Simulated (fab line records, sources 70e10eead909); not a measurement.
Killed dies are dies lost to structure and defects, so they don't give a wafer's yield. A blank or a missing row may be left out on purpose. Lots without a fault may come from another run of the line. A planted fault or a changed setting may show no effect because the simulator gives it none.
fab line records | flow nand_harc
record lots=13 wafers=39 last_day=34
route steps=1302 shown A_CONTACT@1049 END@1302
lots that met no fault: from a run of the same line without faults
start_h: hours from the record's first day to the start of the lot's first wafer shown | wait_h: hours since the lot's step before | " the same as in the row above | L1.1+2: a row that stands for several wafers | - no value, or no start given | * or withheld: withheld | < > ~ a bound
route shown NAME@n: a module of which the file shows steps, and the number in the route of the first | usual: mean/standard deviation of fault-free wafers | same: alike in all rows | chamber/n: place in a boat | sites: the reading at each site | _std_site: their standard deviation | _edge_site: outer sites' mean less inner sites' | radius_mm: how far each site lies from the wafer's centre | mask NAME#n: copy n | behind: the tool/chamber that last shaped the wafer | hold: why the lot was held/for how many hours/how that ended | device: the transistor (n, p or np) that didn't switch | end of line: the same wafers' tests at the end of the route | a step without rows: its recipe alone | killed: dies lost to structure and defects at the first sort, not the wafer's yield | map: a wafer's dies, x killed, . not, _ none there
set.NAME: the setting as run; set.NAME@STEP: as run at that earlier step | model.NAME: the simulator's own value behind a step, which no gauge read
steps of the route over a sample of lots; a table a step, a row a wafer
services: from which hour (start_h, from the record's first day; less than 0 if before it) a tool's chamber was out of use, for how many hours, and why
## steps
# step NHARC_A_CONTACT_ETCH_126
# recipe source_w=withheld pressure_mtorr=20 bias_v=3000 time_s=197 target_depth_a=19180 ar_flow_sccm=withheld c4f8_flow_sccm=withheld o2_flow_sccm=withheld chemistry=C4F8/O2/Ar
# columns lot.wafer tool chamber start_h wait_h rf_hours_counter_h
L442.1 har_cap_etch-01 1 517.77 0.2 0
L442.3 " 1 " " -
L442.6 " 1 " " -
L445.2 har_cap_etch-02 0 534.37 0.2 92
L445.3 " 1 " " -
L445.5 " 0 " " -
L446.2 har_cap_etch-03 1 535.40 0.1 49
L446.3 " 0 " " -
L446.5 " 0 " " -
L448.1 har_cap_etch-02 0 575.51 0.1 98
L448.4 " 0 " " -
L448.6 " 0 " " -
L449.1 har_cap_etch-03 1 575.56 0.2 55
L449.2 " 0 " " 55
L449.5 " 1 " " -
L450.2 har_cap_etch-01 0 588.36 0.1 13
L450.3 " 1 " " -
L450.5 " 0 " " -
L453.4 har_cap_etch-02 0 625.07 0.2 -
L453.3 " 1 " " -
L453.5 " 0 " " -
L454.3 har_cap_etch-03 1 628.73 0.3 -
L454.6 " 1 " " -
L454.5 " 0 " " -
L462.2 har_cap_etch-02 1 696.56 0.1 122
L462.4 " 1 " " -
L462.3 " 0 " " -
L461.2 har_cap_etch-01 0 697.15 0.1 33
L461.1 " 1 " " 33
L461.6 " 0 " " -
L463.2 har_cap_etch-03 0 720.90 0.1 80
L463.1 " 1 " " 80
L463.5 " 0 " " -
L464.1 har_cap_etch-03 0 740.79 0.1 81
L464.4 " 0 " " -
L464.6 " 0 " " -
L465.1 har_cap_etch-01 0 758.04 0.1 42
L465.3 " 0 " " -
L465.5 " 1 " " -
# step NHARC_A_CONTACT_ETCH_128
# recipe source_w=withheld pressure_mtorr=20 bias_v=3000 time_s=197 target_depth_a=19180 ar_flow_sccm=withheld c4f8_flow_sccm=withheld o2_flow_sccm=withheld chemistry=C4F8/O2/Ar
# columns lot.wafer tool chamber start_h wait_h rf_hours_counter_h
L442.1 har_cap_etch-01 1 518.24 0.2 1
L442.3 " 1 " " -
L442.6 " 1 " " -
L445.2 har_cap_etch-02 0 534.84 0.2 93
L445.3 " 1 " " -
L445.5 " 0 " " -
L446.2 har_cap_etch-03 1 535.75 0.1 49
L446.3 " 0 " " -
L446.5 " 0 " " -
L448.1 har_cap_etch-02 0 575.87 0.1 98
L448.4 " 0 " " -
L448.6 " 0 " " -
L449.1 har_cap_etch-03 1 576.03 0.2 55
L449.2 " 0 " " 55
L449.5 " 1 " " -
L450.2 har_cap_etch-01 0 588.71 0.1 13
L450.3 " 1 " " -
L450.5 " 0 " " -
L453.4 har_cap_etch-02 0 625.54 0.2 -
L453.3 " 1 " " -
L453.5 " 0 " " -
L454.3 har_cap_etch-03 1 629.36 0.3 -
L454.6 " 1 " " -
L454.5 " 0 " " -
L462.2 har_cap_etch-02 1 696.91 0.1 122
L462.4 " 1 " " -
L462.3 " 0 " " -
L461.2 har_cap_etch-01 0 697.50 0.1 33
L461.1 " 1 " " 33
L461.6 " 0 " " -
L463.2 har_cap_etch-03 0 721.25 0.1 80
L463.1 " 1 " " 80
L463.5 " 0 " " -
L464.1 har_cap_etch-03 0 741.14 0.1 82
L464.4 " 0 " " -
L464.6 " 0 " " -
L465.1 har_cap_etch-01 0 758.40 0.1 42
L465.3 " 0 " " -
L465.5 " 1 " " -
# step NHARC_A_CONTACT_ETCH_132
# recipe source_w=withheld pressure_mtorr=20 bias_v=3000 time_s=197 target_depth_a=19240 ar_flow_sccm=withheld c4f8_flow_sccm=withheld o2_flow_sccm=withheld chemistry=C4F8/O2/Ar
# columns lot.wafer tool chamber start_h wait_h rf_hours_counter_h
L442.1 har_cap_etch-01 1 519.18 0.2 1
L442.3 " 1 " " -
L442.6 " 1 " " -
L445.2 har_cap_etch-02 0 535.79 0.2 93
L445.3 " 1 " " -
L445.5 " 0 " " -
L446.2 har_cap_etch-03 1 536.46 0.1 50
L446.3 " 0 " " -
L446.5 " 0 " " -
L448.1 har_cap_etch-02 0 576.58 0.1 99
L448.4 " 0 " " -
L448.6 " 0 " " -
L449.1 har_cap_etch-03 1 576.97 0.2 56
L449.2 " 0 " " 56
L449.5 " 1 " " -
L450.2 har_cap_etch-01 0 589.42 0.1 14
L450.3 " 1 " " -
L450.5 " 0 " " -
L453.4 har_cap_etch-02 0 626.49 0.2 -
L453.3 " 1 " " -
L453.5 " 0 " " -
L454.3 har_cap_etch-03 1 630.61 0.3 -
L454.6 " 1 " " -
L454.5 " 0 " " -
L462.2 har_cap_etch-02 1 697.62 0.1 123
L462.4 " 1 " " -
L462.3 " 0 " " -
L461.2 har_cap_etch-01 0 698.20 0.1 34
L461.1 " 1 " " 34
L461.6 " 0 " " -
L463.2 har_cap_etch-03 0 721.96 0.1 81
L463.1 " 1 " " 81
L463.5 " 0 " " -
L464.1 har_cap_etch-03 0 741.85 0.1 82
L464.4 " 0 " " -
L464.6 " 0 " " -
L465.1 har_cap_etch-01 0 759.10 0.1 43
L465.3 " 0 " " -
L465.5 " 1 " " -
# step NHARC_A_CONTACT_STRIP_82
# recipe o2_flow_sccm=500 ar_flow_sccm=0 bias_w=0 chemistry=O2
# usual bias_w=0/0 chamber_pressure_mTorr=60.00/0.056 drypump_motor_current_A=5.7/0.37 oes_product_au=1.004/0.013 rf_vpp_V=57.9/0.84 showerhead_plenum_p_Torr=3.60/0.14 throttle_valve_pct=17.037/0.0085
# columns lot.wafer tool chamber start_h wait_h bias_w chamber_pressure_mTorr drypump_motor_current_A oes_product_au rf_hours_counter_h rf_vpp_V showerhead_plenum_p_Torr throttle_valve_pct
L442.1 rie_diel-03 0 520.94 - 0 59.96 5.4 1.010 9 57.9 3.80 17.033
L442.3 " 1 " " 0 59.95 5.8 1.026 7 58.4 3.38 17.039
L442.6 " 0 " " 0 60.02 5.5 1.003 - 58.2 3.80 17.040
L445.3 rie_diel-03 1 537.52 - 0 60.01 5.8 1.035 11 57.1 3.38 17.026
L445.2 " 2 " " 0 59.97 6.3 0.994 11 57.2 3.57 17.043
L445.5 " 0 " " 0 60.00 5.4 1.000 - 57.8 3.80 17.044
L446.2 rie_diel-03 3 538.07 - 0 60.03 5.0 1.015 14 57.3 3.70 17.031
L446.3 " 0 " " 0 59.97 5.5 1.000 13 59.9 3.80 17.028
L446.5 " 2 " " 0 60.03 6.3 1.001 - 57.8 3.57 17.032
L448.1 rie_diel-10 1 578.16 - 0 60.09 5.2 1.001 38 58.9 3.56 17.034
L448.4 " 2 " " 0 59.99 5.7 0.990 56 58.7 3.46 17.042
L448.6 " 3 " " 0 59.93 5.9 1.012 - 59.5 3.78 17.037
L449.2 rie_diel-11 2 578.76 - 0 60.08 6.2 0.989 40 58.6 3.73 17.031
L449.1 " 1 " " 0 60.02 5.5 0.984 42 57.5 3.75 17.041
L449.5 " 2 " " 0 59.97 6.2 0.981 - 57.0 3.73 17.027
L450.2 rie_diel-03 3 591.33 - 0 59.99 5.0 1.016 22 59.3 3.69 17.055
L450.3 " 0 " " 0 59.99 5.5 1.006 22 57.9 3.80 17.042
L450.5 " 3 " " 0 60.09 5.0 1.016 - 58.2 3.69 17.039
L453.4 rie_diel-11 3 628.20 - - - - - - - - -
L453.3 " 0 " " - - - - - - - -
L453.5 " 3 " " - - - - - - - -
L454.3 rie_diel-11 2 632.58 - - - - - - - - -
L454.5 " 0 " " - - - - - - - -
L454.6 " 1 " " - - - - - - - -
L462.4 rie_diel-10 1 699.39 - 0 60.02 5.2 0.995 29 56.3 3.54 17.040
L462.3 " 2 " " 0 59.96 5.7 1.009 28 58.1 3.44 17.018
L462.2 " 3 " " 0 60.00 5.9 1.022 34 57.8 3.75 17.036
L461.1 rie_diel-03 0 699.77 - 0 60.05 5.5 1.016 9 57.0 3.79 17.043
L461.2 " 1 " " 0 60.02 5.8 0.988 12 57.5 3.36 17.038
L461.6 " 3 " " 0 60.15 5.0 1.012 - 57.7 3.68 17.036
L463.2 rie_diel-11 0 723.54 - 0 59.99 5.6 0.991 34 58.2 3.62 17.035
L463.1 " 1 " " 0 60.02 5.5 0.983 35 56.5 3.72 17.037
L463.5 " 3 " " 0 60.04 6.1 1.003 - 57.7 3.47 17.044
L464.1 rie_diel-10 0 743.42 - 0 59.99 5.6 1.023 48 57.5 3.44 17.039
L464.4 " 3 " " 0 59.88 5.9 1.008 47 58.1 3.74 17.044
L464.6 " 1 " " 0 60.15 5.2 1.001 - 56.9 3.53 17.055
L465.3 rie_diel-11 3 760.75 - 0 59.98 6.1 1.016 49 57.2 3.46 17.045
L465.1 " 0 " " 0 59.92 5.6 0.989 46 56.2 3.61 17.032
L465.5 " 0 " " 0 60.03 5.6 1.004 - 57.3 3.61 17.010
# step NHARC_END_SORT_01
# recipe temp_c=25
# usual killed_at_array=56/17 killed_at_other=0.9/1.2 killed_at_periphery=3.9/2.5 killed_dies=61/17 killed_open=3.2/1.8 killed_short=2.7/1.7
# same gross_dies=677
# columns lot.wafer tool chamber start_h wait_h killed_at_array killed_at_other killed_at_periphery killed_dies killed_open killed_short
L453.3 prober-01 0 681.96 3.1 675 0 2 677 3 6
L453.4 prober-01 0 682.77 3.4 669 1 7 677 4 3
L453.5 prober-01 0 683.57 3.7 668 0 9 677 3 0
L454.3 prober-02 0 686.71 3.1 675 0 2 677 0 1
L454.5 prober-02 0 688.30 3.7 671 0 6 677 3 1
L454.6 prober-02 0 689.10 4.0 669 1 7 677 7 0
# killed by level:class
L453.3 A_CONTACT:area_strip=627 A_SLIT:chamber_film_flake=17 A_CHANNEL_HOLE_D2:chamber_film_flake=14 A_CONTACT:chamber_film_flake=4 A_CHANNEL_HOLE_D1:chamber_film_flake=3 A_CHANNEL_FILL_D1:geometric_particle:short=2 A_CHANNEL_HOLE_D1:geometric_particle:open=1 A_ONON_D2:geometric_particle:open=1
L453.4 A_CONTACT:area_strip=608 A_SLIT:chamber_film_flake=32 A_CHANNEL_HOLE_D2:chamber_film_flake=11 A_CONTACT:chamber_film_flake=7 A_CHANNEL_HOLE_D1:chamber_film_flake=4 P_STI:chamber_film_flake=3 P_M0:geometric_particle:open=2 P_GATE:geometric_particle:open=1
L453.5 A_CONTACT:area_strip=625 A_SLIT:chamber_film_flake=18 A_CHANNEL_HOLE_D2:chamber_film_flake=16 P_STI:chamber_film_flake=6 A_CHANNEL_HOLE_D1:chamber_film_flake=5 P_M0:geometric_particle:open=1 A_DECK1_JOINT:geometric_particle:open=1 A_CONTACT:geometric_particle:open=1
L454.3 A_CONTACT:area_strip=627 A_CHANNEL_HOLE_D1:chamber_film_flake=27 A_SGD_CUT:chamber_film_flake=8 A_SLIT:chamber_film_flake=7 A_CONTACT:chamber_film_flake=3 A_ONON_D2:geometric_particle:short=1 P_STI:chamber_film_flake=1 P_GATE:chamber_film_flake=1
L454.5 A_CONTACT:area_strip=612 A_CHANNEL_HOLE_D1:chamber_film_flake=34 A_SLIT:chamber_film_flake=8 A_SGD_CUT:chamber_film_flake=6 A_CONTACT:chamber_film_flake=5 P_GATE:chamber_film_flake=4 A_M1:geometric_particle:open=2 P_M0:geometric_particle:open=1
L454.6 A_CONTACT:area_strip=609 A_CHANNEL_HOLE_D1:chamber_film_flake=33 A_SGD_CUT:chamber_film_flake=6 A_SLIT:chamber_film_flake=6 A_ZERO_WELL:chamber_film_flake=3 A_CHANNEL_FILL_D1:chamber_film_flake=3 A_CONTACT:chamber_film_flake=3 A_CHANNEL_HOLE_D2:geometric_particle:open=2
## services
# columns tool chamber start_h hours kind
har_cap_etch-01 - 497.00 17.0 pm
har_cap_etch-01 0 497.00 17.0 vent_cycle
har_cap_etch-01 1 497.00 17.0 vent_cycle
har_cap_etch-01 0 514.00 - clean
har_cap_etch-01 1 514.00 - clean
rie_diel-11 0 515.23 - clean
rie_diel-11 1 515.23 - clean
rie_diel-11 2 515.23 - clean
rie_diel-11 0 520.39 3.2 repair
rie_diel-03 2 530.60 5.0 repair
har_cap_etch-02 - 587.83 0.1 repair
rie_diel-10 - 596.86 9.0 pm
rie_diel-11 - 609.89 9.0 pm
rie_diel-03 - 635.30 9.0 pm
rie_diel-11 - 640.23 0.9 repair
rie_diel-11 2 649.12 6.7 repair
rie_diel-03 3 662.92 3.0 repair
rie_diel-11 2 673.69 7.5 repair
rie_diel-11 3 714.27 8.0 repair
rie_diel-03 2 723.60 6.0 repair
rie_diel-10 3 734.25 3.3 repair
har_cap_etch-02 - 756.04 17.0 pm
har_cap_etch-02 0 756.04 17.0 vent_cycle
har_cap_etch-02 1 756.04 17.0 vent_cycle
## key
first_sign step=NHARC_A_CONTACT_STRIP_82 reading=tool_record direction=missing
effect step=NHARC_END_SORT_01 reading=killed_at_array direction=up sigmas=36 usual=56 struck=671
more_kills_born_at NHARC_A_CONTACT_STRIP_82@rie_diel-11=3708
met_at NHARC_A_CONTACT_STRIP_82
struck_lots L453,L454
later_rows_left_out L453.3,L453.4,L453.5,L454.3,L454.5,L454.6
tester_left_out L453,L454
not_acting_at NHARC_A_CONTACT_ETCH_126,NHARC_A_CONTACT_ETCH_128,NHARC_A_CONTACT_ETCH_132
onset_between 578.76 628.20
fault kind=skipped_step_whole tool=rie_diel-11 chamber=- onset_h=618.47 steps=NHARC_A_CONTACT_STRIP_82 scope=struck_lots_only
# tester_left_out: of these lots the tester's yield and bins aren't shown, on N5 and GAA mostly nor the transistor test; their killed dies are dies lost to structure and defects alone, not to doping, threshold or leakage, so they don't give the yield
# later_rows_left_out: the simulator's readings of these wafers behind a module that went badly wrong aren't trusted and aren't shown, but for the sort
